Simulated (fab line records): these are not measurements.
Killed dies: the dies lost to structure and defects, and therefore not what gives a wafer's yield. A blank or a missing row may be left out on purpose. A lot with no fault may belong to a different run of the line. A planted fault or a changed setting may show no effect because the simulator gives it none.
fab line records	flow n5_finfet	part 1 of 2: steps 1 to 4 of 6
record: lots: 19	wafers: 57	last_day: 18
route steps=1938 shown BEOL_M7@1307 BEOL_M8@1335
lots that met no fault: from a run of the same line without faults
start_h: hours from the record's first day to the start of the lot's first wafer shown	wait_h: how many hours have passed since the lot's step before this one	" as in the row above	L1.1+2: a single row standing in for several wafers	- no value present, or no start provided	* or withheld: withheld	< > ~ a bound
route shown NAME@n: a module of which the file shows steps, and the number in the route of the first	usual: mean/standard deviation of fault-free wafers	same: alike in all rows	chamber/n: place in a boat	sites: each site's reading	_std_site: standard deviation of those values	_edge_site: mean of outer sites minus mean of inner sites	radius_mm: for every site, how far away it sits from the centre of the wafer	mask NAME#n: copy n	behind: tool/chamber where the wafer was last shaped	hold: why the lot was held/for how many hours/how that ended	device: whichever transistor did not switch (one of n, p or np)	end of line: at the end of the route, the tests of the same wafers	for a step that has no rows: nothing shown but its recipe	killed: at the first sort, the dies lost to defects and structure; wafer yield is something else	map: shows each die of a wafer: x if killed, . if not, _ if none is there
set.NAME: the setting the step ran with; set.NAME@STEP: the setting that earlier step ran with	model.NAME: the simulator's own value behind a step, which no gauge read
route steps across a sampled set of lots; one table per step, one row per wafer
services: when a tool's chamber went out of use (start_h, in hours from the record's first day, below 0 if earlier), for how many hours, and the reason
== steps ==
step: N5_BEOL_M7_STRIP_36
recipe: chemistry: N2/H2	power_w: 450	temp_c: 40	pressure_mtorr: 20	rf_frequency_hz: 6e+07	overash_fraction: 0.3	bias_power_w: 7	h2_frac: 0.5	n2_flow_sccm: 200	h2_flow_sccm: 200
usual: drypump_motor_current_A: 5.7/0.33	oes_product_au: 0.80/0.087	rf_vpp_V: 59.2/1.3	showerhead_plenum_p_Torr: 2.54/0.059	throttle_valve_pct: 23.7/0.32
lot.wafer	tool	chamber	start_h	wait_h	drypump_motor_current_A	oes_product_au	rf_hours_counter_h	rf_vpp_V	showerhead_plenum_p_Torr	throttle_valve_pct
L074.1	rie_diel-06	1	189.71	0.0	5.9	0.70	222	58.1	2.50	24.2
L074.2	"	3	"	"	5.8	0.92	10	59.4	2.60	23.3
L074.5	"	3	"	"	5.8	0.91	-	60.8	2.60	23.3
L075.1	rie_diel-03	0	199.78	0.0	5.6	0.90	53	61.3	2.48	23.0
L075.2	"	2	"	"	6.3	0.93	22	58.3	2.48	23.6
L075.3	"	3	"	"	6.3	0.75	161	60.1	2.63	23.4
L076.3	rie_diel-06	2	210.56	0.0	5.2	0.82	88	59.6	2.56	23.9
L076.4	"	1	"	"	5.9	0.69	227	59.5	2.50	24.2
L076.6	"	1	"	"	5.9	0.70	-	58.4	2.50	24.2
L077.4	rie_diel-06	3	220.62	0.0	5.8	0.91	19	56.8	2.59	23.3
L077.5	"	1	"	"	5.9	0.68	-	60.8	2.50	24.2
L077.6	"	0	"	"	5.7	0.68	-	61.6	2.61	23.7
L079.2	rie_diel-04	3	233.06	0.0	5.4	0.77	128	60.0	2.54	23.6
L079.4	"	0	"	"	6.3	0.91	15	61.3	2.49	23.8
L079.6	"	3	"	"	5.4	0.78	-	60.7	2.54	23.6
L078.4	rie_diel-04	3	235.84	0.0	5.5	0.77	129	57.8	2.54	23.6
L078.5	"	1	"	"	5.5	0.66	-	60.1	2.61	23.9
L078.6	"	2	"	"	5.7	0.79	-	60.7	2.45	24.0
L081.3	rie_diel-03	0	239.95	0.0	5.6	0.88	65	56.3	2.47	23.0
L081.5	"	3	"	"	6.4	0.73	-	62.0	2.62	23.4
L081.6	"	0	"	"	5.6	0.86	-	58.3	2.47	23.1
L082.1	rie_diel-04	3	244.14	0.0	5.5	0.78	131	57.1	2.54	23.6
L082.3	"	2	"	"	5.6	0.78	122	58.3	2.45	24.0
L082.5	"	1	"	"	5.6	0.66	-	59.2	2.61	23.9
L087.2	rie_diel-06	2	271.40	0.0	5.2	0.79	106	59.4	2.56	23.9
L087.3	"	3	"	"	5.9	0.87	36	59.2	2.59	23.3
L087.6	"	1	"	"	5.9	0.67	-	60.5	2.49	24.2
L086.3	rie_diel-04	2	273.66	0.0	5.6	0.79	131	58.8	2.44	24.0
L086.4	"	3	"	"	5.5	0.77	-	61.3	2.54	23.6
L086.5	"	1	"	"	5.6	0.65	-	59.3	2.61	23.9
L090.1	rie_diel-04	1	289.22	0.0	5.5	0.66	254	59.0	2.60	23.9
L090.2	"	2	"	"	5.6	0.77	137	57.0	2.44	24.0
L090.6	"	2	"	"	5.7	0.78	-	60.6	2.44	24.0
L088.2	rie_diel-06	3	289.56	0.0	5.8	0.84	42	58.5	2.58	23.3
L088.4	"	3	"	"	5.8	0.85	-	59.1	2.58	23.3
L088.6	"	0	"	"	5.8	0.91	-	56.5	2.60	23.3
L091.1	rie_diel-03	1	296.87	0.0	6.1	0.70	204	58.7	2.62	24.2
L091.4	"	0	"	"	5.6	0.85	82	58.0	2.46	23.1
L091.6	"	1	"	"	6.1	0.70	-	59.1	2.62	24.2
L092.3	rie_diel-06	0	309.86	0.0	5.7	0.89	18	60.8	2.60	23.3
L092.4	"	2	"	"	5.2	0.79	-	58.9	2.55	23.9
L092.6	"	3	"	"	5.8	0.85	-	61.6	2.58	23.3
L093.1	rie_diel-06	0	314.29	0.0	5.8	0.91	19	59.5	2.60	23.3
L093.3	"	3	"	"	5.8	0.85	47	56.8	2.58	23.3
L093.4	"	2	"	"	5.2	0.80	123	59.2	2.55	24.0
L094.1	rie_diel-04	0	319.97	0.0	6.3	0.87	39	60.5	2.48	23.9
L094.5	"	0	"	"	6.3	0.87	-	60.0	2.48	23.9
L094.6	"	3	"	"	5.4	0.75	-	59.1	2.53	23.6
L095.2	rie_diel-06	3	328.64	0.0	5.8	0.85	52	60.9	2.58	23.3
L095.5	"	0	"	"	5.7	0.88	-	58.5	2.59	23.3
L095.6	"	3	"	"	5.8	0.85	-	58.6	2.58	23.3
L096.1	rie_diel-04	0	335.76	0.0	6.3	0.86	45	59.8	2.48	23.9
L096.2	"	3	"	"	5.5	0.74	162	60.2	2.53	23.6
L096.3	"	2	"	"	5.7	0.78	149	62.7	2.44	24.0
L097.1	rie_diel-06	1	342.65	0.0	5.9	0.97	10	60.2	2.49	24.0
L097.2	"	0	"	"	5.8	0.88	30	57.6	2.59	23.3
L097.4	"	3	"	"	5.8	0.82	57	58.7	2.58	23.3
step: N5_BEOL_M7_ETCH_41
recipe: chemistry: CH3F/O2	target: SiCN	target_depth_a: 319	taper_deg: 2	time_s: 57.8	ion_energy_ev: 120	mask_material: TiN	pressure_mtorr: 30	source_w: 395	bias_w: 75	Ar_flow_sccm: 150	CH3F_flow_sccm: 30	O2_flow_sccm: 20
usual: drypump_motor_current_A: 5.7/0.33	oes_product_au: 0.80/0.086	rf_fwd_power_W: 391.0/1.4	rf_vpp_V: 297.5/1.2	showerhead_plenum_p_Torr: 2.00/0.046	throttle_valve_pct: 16.31/0.29
lot.wafer	tool	chamber	start_h	wait_h	drypump_motor_current_A	oes_product_au	rf_fwd_power_W	rf_hours_counter_h	rf_vpp_V	showerhead_plenum_p_Torr	throttle_valve_pct
L074.1	rie_diel-06	1	-	-	5.9	0.70	388.0	222	296.8	1.98	16.83
L074.2	"	3	"	"	5.8	0.92	390.2	10	298.5	2.04	15.84
L074.5	"	3	"	"	5.8	0.91	389.7	-	297.7	2.04	15.82
L075.1	rie_diel-03	0	-	-	5.6	0.89	390.6	53	294.8	1.95	15.78
L075.2	"	2	"	"	6.3	0.93	391.5	22	296.9	1.96	16.00
L075.3	"	3	"	"	6.3	0.76	392.5	161	299.8	2.08	16.30
L076.3	rie_diel-06	2	-	-	5.2	0.83	389.9	88	297.3	2.01	16.46
L076.4	"	1	"	"	5.9	0.70	389.5	227	296.8	1.98	16.84
L076.6	"	1	"	"	5.9	0.69	390.4	-	297.9	1.98	16.85
L077.4	rie_diel-06	3	-	-	5.8	0.89	391.9	19	295.5	2.04	15.84
L077.5	"	1	"	"	5.9	0.69	388.3	-	296.4	1.98	16.85
L077.6	"	0	"	"	5.7	0.68	392.6	-	298.8	2.05	16.42
L079.2	rie_diel-04	3	-	-	5.4	0.78	390.3	128	298.7	2.01	16.30
L079.4	"	0	"	"	6.3	0.91	390.5	15	296.2	1.96	16.36
L079.6	"	3	"	"	5.4	0.79	393.1	-	297.7	2.01	16.30
L078.4	rie_diel-04	3	-	-	5.4	0.77	391.0	129	297.2	2.01	16.29
L078.5	"	1	"	"	5.5	0.66	392.8	-	299.0	2.06	16.48
L078.6	"	2	"	"	5.6	0.79	391.5	-	295.7	1.93	16.30
L081.3	rie_diel-03	0	-	-	5.6	0.86	390.8	65	296.3	1.95	15.82
L081.5	"	3	"	"	6.3	0.74	392.4	-	299.4	2.08	16.31
L081.6	"	0	"	"	5.6	0.87	390.6	-	296.3	1.95	15.81
L082.1	rie_diel-04	3	-	-	5.4	0.78	390.6	131	297.7	2.01	16.29
L082.3	"	2	"	"	5.6	0.80	390.1	122	294.4	1.93	16.32
L082.5	"	1	"	"	5.6	0.67	390.1	-	298.1	2.06	16.44
L087.2	rie_diel-06	2	-	-	5.2	0.80	391.2	106	298.0	2.01	16.50
L087.3	"	3	"	"	5.8	0.86	390.2	36	299.1	2.03	15.88
L087.6	"	1	"	"	5.9	0.68	386.8	-	297.4	1.97	16.89
L086.3	rie_diel-04	2	-	-	5.6	0.79	391.7	131	296.5	1.92	16.32
L086.4	"	3	"	"	5.4	0.77	394.4	-	295.6	2.00	16.31
L086.5	"	1	"	"	5.6	0.66	391.4	-	298.6	2.05	16.47
L090.1	rie_diel-04	1	-	-	5.5	0.66	393.1	254	297.6	2.05	16.49
L090.2	"	2	"	"	5.6	0.78	389.6	137	295.4	1.92	16.31
L090.6	"	2	"	"	5.6	0.78	390.6	-	296.6	1.92	16.33
L088.2	rie_diel-06	3	-	-	5.8	0.85	390.5	42	299.7	2.03	15.89
L088.4	"	3	"	"	5.8	0.86	391.0	-	295.8	2.03	15.89
L088.6	"	0	"	"	5.7	0.92	391.0	-	299.1	2.04	15.95
L091.1	rie_diel-03	1	-	-	6.1	0.71	391.4	204	296.9	2.07	16.79
L091.4	"	0	"	"	5.6	0.84	391.2	82	295.2	1.94	15.83
L091.6	"	1	"	"	6.1	0.72	392.4	-	298.7	2.07	16.79
L092.3	rie_diel-06	0	-	-	5.8	0.90	391.6	18	297.7	2.04	15.98
L092.4	"	2	"	"	5.2	0.79	390.4	-	297.4	2.00	16.54
L092.6	"	3	"	"	5.8	0.85	390.4	-	298.8	2.03	15.88
L093.1	rie_diel-06	0	-	-	5.7	0.90	391.9	20	298.2	2.04	15.98
L093.3	"	3	"	"	5.8	0.85	394.7	47	298.2	2.03	15.90
L093.4	"	2	"	"	5.2	0.78	391.3	123	297.1	2.00	16.54
L094.1	rie_diel-04	0	-	-	6.3	0.87	390.0	39	297.4	1.95	16.40
L094.5	"	0	"	"	6.3	0.85	391.6	-	296.5	1.95	16.41
L094.6	"	3	"	"	5.5	0.75	390.2	-	296.7	2.00	16.36
L095.2	rie_diel-06	3	-	-	5.8	0.83	389.8	53	297.4	2.03	15.92
L095.5	"	0	"	"	5.7	0.89	391.8	-	297.8	2.04	15.98
L095.6	"	3	"	"	5.8	0.83	390.9	-	296.8	2.03	15.92
L096.1	rie_diel-04	0	-	-	6.3	0.86	390.0	45	296.4	1.95	16.41
L096.2	"	3	"	"	5.5	0.75	391.7	162	296.7	2.00	16.36
L096.3	"	2	"	"	5.6	0.77	390.1	149	295.4	1.92	16.37
L097.1	rie_diel-06	1	-	-	5.9	0.97	388.2	10	297.7	1.97	16.45
L097.2	"	0	"	"	5.7	0.88	391.7	30	297.3	2.04	16.02
L097.4	"	3	"	"	5.8	0.83	392.8	57	297.3	2.02	15.94
step: N5_BEOL_M8_PECVD_70
recipe: material: SiO2	target_thk_a: 200	temp_c: 400	precursor: TEOS/O2	pressure_torr: 5.5	rf_w: 450	teos_flow_sccm: 53.8	gas: O2	flow_sccm: 3000	time_s: 22.7
usual: heater_power_w: 705/79	rf_fwd_power_W: 444.7/2.2	showerhead_plenum_p_Torr: 8.80/0.052	throttle_valve_pct: 22.1/1.3
lot.wafer	tool	chamber	start_h	wait_h	heater_power_w	rf_fwd_power_W	showerhead_plenum_p_Torr	since_wet_clean_h	throttle_valve_pct
L074.1	pecvd-03	1	193.54	0.0	825	446.2	8.89	1622	22.5
L074.2	"	2	"	"	655	443.4	8.80	117	19.5
L074.5	"	2	"	"	671	445.3	8.79	-	19.7
L075.1	pecvd-04	2	203.13	0.0	790	445.4	8.83	510	21.2
L075.2	"	0	"	"	856	446.0	8.79	1270	24.4
L075.3	"	1	"	"	672	442.6	8.83	1995	21.3
L076.3	pecvd-03	0	213.77	0.0	703	443.5	8.80	918	21.3
L076.4	"	0	"	"	554	442.4	8.82	-	21.4
L076.6	"	1	"	"	782	446.3	8.89	-	22.3
L077.4	pecvd-03	0	224.28	0.1	570	441.2	8.82	-	21.0
L077.5	"	1	"	"	853	445.9	8.89	-	22.4
L077.6	"	2	"	"	595	440.9	8.79	-	19.8
L079.2	pecvd-01	1	236.16	0.0	661	448.6	8.70	1846	21.7
L079.4	"	2	"	"	707	446.5	8.83	-	21.8
L079.6	"	1	"	"	677	448.0	8.71	-	21.9
L078.4	pecvd-01	0	240.19	0.1	818	446.3	8.78	-	24.4
L078.5	"	1	"	"	683	446.7	8.70	-	21.9
L078.6	"	2	"	"	642	445.2	8.83	-	22.0
L081.3	pecvd-03	1	243.80	0.0	720	442.6	8.86	1673	22.3
L081.5	"	1	"	"	734	444.3	8.88	-	22.4
L081.6	"	0	"	"	650	440.1	8.81	-	21.4
L082.1	pecvd-03	0	249.15	0.0	599	440.6	8.84	953	21.4
L082.3	"	1	"	"	864	443.5	8.88	1678	22.4
L082.5	"	1	"	"	856	441.9	8.87	-	22.2
L087.2	pecvd-04	1	275.19	0.0	674	442.6	8.79	2067	21.4
L087.3	"	0	"	"	716	446.9	8.75	1342	24.3
L087.6	"	1	"	"	676	443.0	8.83	-	20.9
L086.3	pecvd-04	1	278.10	0.0	565	443.0	8.82	2069	21.3
L086.4	"	1	"	"	558	442.3	8.80	-	21.0
L086.5	"	0	"	"	714	444.1	8.78	-	24.3
L090.1	pecvd-01	1	293.40	0.0	663	446.6	8.70	1904	21.6
L090.2	"	2	"	"	667	443.6	8.84	670	22.2
L090.6	"	0	"	"	772	445.2	8.74	-	23.9
L088.2	pecvd-01	1	294.67	0.0	681	449.4	8.73	1905	21.9
L088.4	"	2	"	"	699	443.0	8.81	-	22.0
L088.6	"	0	"	"	707	445.8	8.76	-	24.1
L091.1	pecvd-04	2	300.64	0.0	757	443.9	8.82	607	21.5
L091.4	"	0	"	"	722	445.9	8.76	-	24.3
L091.6	"	1	"	"	671	443.2	8.80	-	21.6
L092.3	pecvd-03	2	313.69	0.0	718	445.9	8.81	237	19.9
L092.4	"	1	"	"	754	444.8	8.91	-	22.4
L092.6	"	0	"	"	639	438.4	8.85	-	21.3
L093.1	pecvd-01	2	317.57	0.0	658	444.2	8.83	694	22.0
L093.3	"	0	"	"	733	446.4	8.77	1203	24.1
L093.4	"	2	"	"	661	444.9	8.82	-	22.0
L094.1	pecvd-03	0	324.99	0.0	569	441.6	8.82	1029	21.5
L094.5	"	1	"	"	805	443.4	8.88	-	22.5
L094.6	"	0	"	"	557	440.7	8.83	-	21.5
L095.2	pecvd-04	2	334.43	0.0	694	444.5	8.81	641	21.4
L095.5	"	0	"	"	839	443.9	8.77	-	24.1
L095.6	"	2	"	"	703	445.0	8.81	-	21.2
L096.1	pecvd-01	2	339.35	0.0	735	443.1	8.82	716	22.3
L096.2	"	0	"	"	737	446.6	8.75	1224	24.0
L096.3	"	1	"	"	630	450.1	8.72	1949	21.9
L097.1	pecvd-04	1	346.91	0.0	594	442.8	8.82	2138	21.8
L097.2	"	2	"	"	785	444.7	8.83	653	21.4
L097.4	"	2	"	"	798	444.5	8.84	-	21.2
step: N5_BEOL_M8_ETCH_61
recipe: chemistry: CF4	target: SiARC	target_depth_a: 455	mask_material: CAR-ArF	time_s: 75.8	ion_energy_ev: 80	pressure_mtorr: 40	source_w: 545	bias_w: 36	Ar_flow_sccm: 100	cf4_flow_sccm: 100	ends: cleared
usual: drypump_motor_current_A: 5.8/0.44	etch_rf_on_time_s: 76.0/1.5	oes_product_au: 0.65/0.072	rf_fwd_power_W: 539.2/2.6	rf_vpp_V: 183.7/0.94	showerhead_plenum_p_Torr: 2.10/0.032	throttle_valve_pct: 15.68/0.28
lot.wafer	tool	chamber	start_h	wait_h	drypump_motor_current_A	etch_rf_on_time_s	oes_product_au	rf_fwd_power_W	rf_hours_counter_h	rf_vpp_V	showerhead_plenum_p_Torr	throttle_valve_pct
L074.1	rie_diel-02	3	195.93	0.0	6.1	74.1	0.66	535.0	123	185.3	2.15	15.56
L074.2	"	0	"	"	5.6	74.5	0.67	540.6	117	183.7	2.07	15.61
L074.5	"	1	"	"	6.1	74.2	0.62	536.3	-	183.9	2.14	15.46
L075.1	rie_diel-05	0	204.74	0.0	5.1	77.2	0.57	537.0	244	183.1	2.11	15.65
L075.2	"	2	"	"	5.2	75.1	0.61	538.5	186	182.3	2.04	15.74
L075.3	"	3	"	"	5.7	76.2	0.59	541.5	226	185.0	2.12	16.10
L076.3	rie_diel-02	0	216.15	0.0	5.6	74.5	0.66	537.8	126	183.3	2.06	15.61
L076.4	"	2	"	"	6.0	77.6	0.62	542.4	185	183.7	2.14	16.08
L076.6	"	2	"	"	5.9	78.0	0.62	538.0	-	183.1	2.14	16.08
L077.4	rie_diel-05	3	227.52	0.0	5.7	76.9	0.59	543.5	-	182.7	2.12	16.11
L077.5	"	1	"	"	6.0	74.8	0.80	534.4	-	182.7	2.10	15.25
L077.6	"	2	"	"	5.1	75.1	0.61	542.2	-	183.3	2.04	15.75
L079.2	rie_diel-05	3	238.42	0.0	5.7	77.0	0.58	542.9	240	183.6	2.11	16.14
L079.4	"	2	"	"	5.1	75.4	0.60	540.1	-	183.7	2.04	15.76
L079.6	"	1	"	"	6.0	73.6	0.80	533.1	-	185.6	2.10	15.26
L078.4	rie_diel-05	2	241.58	0.0	5.1	75.8	0.60	541.1	-	183.9	2.04	15.78
L078.5	"	1	"	"	6.0	74.6	0.78	535.0	-	183.4	2.10	15.26
L078.6	"	3	"	"	5.7	77.7	0.58	540.0	-	183.4	2.11	16.13
L081.3	rie_diel-01	2	244.89	0.0	5.7	73.6	0.77	537.5	35	184.8	2.10	15.65
L081.5	"	0	"	"	6.5	76.6	0.71	539.1	-	182.9	2.09	15.24
L081.6	"	3	"	"	4.8	76.6	0.60	540.3	-	184.0	2.12	15.91
L082.1	rie_diel-01	2	252.91	0.0	5.7	74.0	0.77	535.4	38	182.9	2.10	15.66
L082.3	"	0	"	"	6.5	76.7	0.70	541.8	73	183.6	2.09	15.26
L082.5	"	0	"	"	6.5	76.0	0.71	540.7	-	184.1	2.09	15.25
L087.2	rie_diel-02	1	277.42	0.0	6.1	76.1	0.60	538.3	196	184.9	2.13	15.51
L087.3	"	0	"	"	5.6	76.1	0.65	540.9	146	183.5	2.06	15.67
L087.6	"	1	"	"	6.1	76.4	0.59	537.0	-	183.7	2.13	15.52
L086.3	rie_diel-01	1	280.13	0.0	5.7	72.6	0.84	540.4	9	182.4	2.10	15.36
L086.4	"	0	"	"	6.5	75.9	0.70	538.7	84	183.7	2.08	15.27
L086.5	"	0	"	"	6.5	75.9	0.70	537.3	-	182.6	2.08	15.28
L090.1	rie_diel-05	2	294.51	0.0	5.1	75.8	0.58	540.2	218	182.6	2.03	15.79
L090.2	"	0	"	"	5.1	75.3	0.78	542.4	14	184.0	2.10	15.20
L090.6	"	2	"	"	5.2	75.2	0.59	542.4	-	184.0	2.03	15.79
L088.2	rie_diel-02	3	297.88	0.0	6.0	75.1	0.63	533.5	158	183.8	2.14	15.61
L088.4	"	2	"	"	5.9	78.0	0.59	540.1	213	183.5	2.13	16.12
L088.6	"	1	"	"	6.1	76.5	0.59	539.5	-	184.6	2.13	15.55
L091.1	rie_diel-05	1	303.52	0.0	6.0	74.0	0.76	535.5	35	183.1	2.10	15.29
L091.4	"	2	"	"	5.2	76.1	0.58	540.9	-	182.5	2.03	15.82
L091.6	"	1	"	"	6.0	74.3	0.74	535.3	-	184.0	2.10	15.31
L092.3	rie_diel-02	0	315.50	0.0	5.6	75.8	0.63	542.1	159	182.9	2.05	15.70
L092.4	"	1	"	"	6.1	77.5	0.58	537.8	210	184.1	2.12	15.56
L092.6	"	0	"	"	5.7	76.4	0.63	538.6	-	184.3	2.05	15.69
L093.1	rie_diel-02	1	320.42	0.0	6.1	77.7	0.58	539.0	212	184.9	2.12	15.56
L093.3	"	3	"	"	6.0	77.1	0.61	536.9	166	182.9	2.14	15.63
L093.4	"	0	"	"	5.6	76.6	0.63	540.1	161	183.1	2.05	15.70
L094.1	rie_diel-02	3	327.31	0.0	6.1	74.9	0.63	538.4	167	182.3	2.14	15.61
L094.5	"	3	"	"	6.1	74.5	0.63	536.7	-	184.7	2.14	15.62
L094.6	"	2	"	"	5.9	77.5	0.59	540.6	-	183.0	2.12	16.14
L095.2	rie_diel-02	1	336.84	0.0	6.1	77.4	0.58	538.2	217	184.9	2.12	15.57
L095.5	"	2	"	"	6.0	80.1	0.58	544.7	-	182.8	2.12	16.16
L095.6	"	3	"	"	6.1	76.5	0.61	532.6	-	184.8	2.14	15.64
L096.1	rie_diel-02	1	341.47	0.0	6.1	76.1	0.58	539.7	219	185.4	2.12	15.57
L096.2	"	0	"	"	5.6	74.9	0.63	540.0	167	184.5	2.05	15.71
L096.3	"	3	"	"	6.1	74.6	0.62	538.6	173	183.3	2.13	15.64
L097.1	rie_diel-02	1	348.81	0.0	6.1	76.3	0.57	540.5	221	183.9	2.12	15.59
L097.2	"	0	"	"	5.6	75.7	0.62	541.7	170	183.1	2.05	15.73
L097.4	"	3	"	"	6.1	76.3	0.62	536.4	175	184.6	2.13	15.65
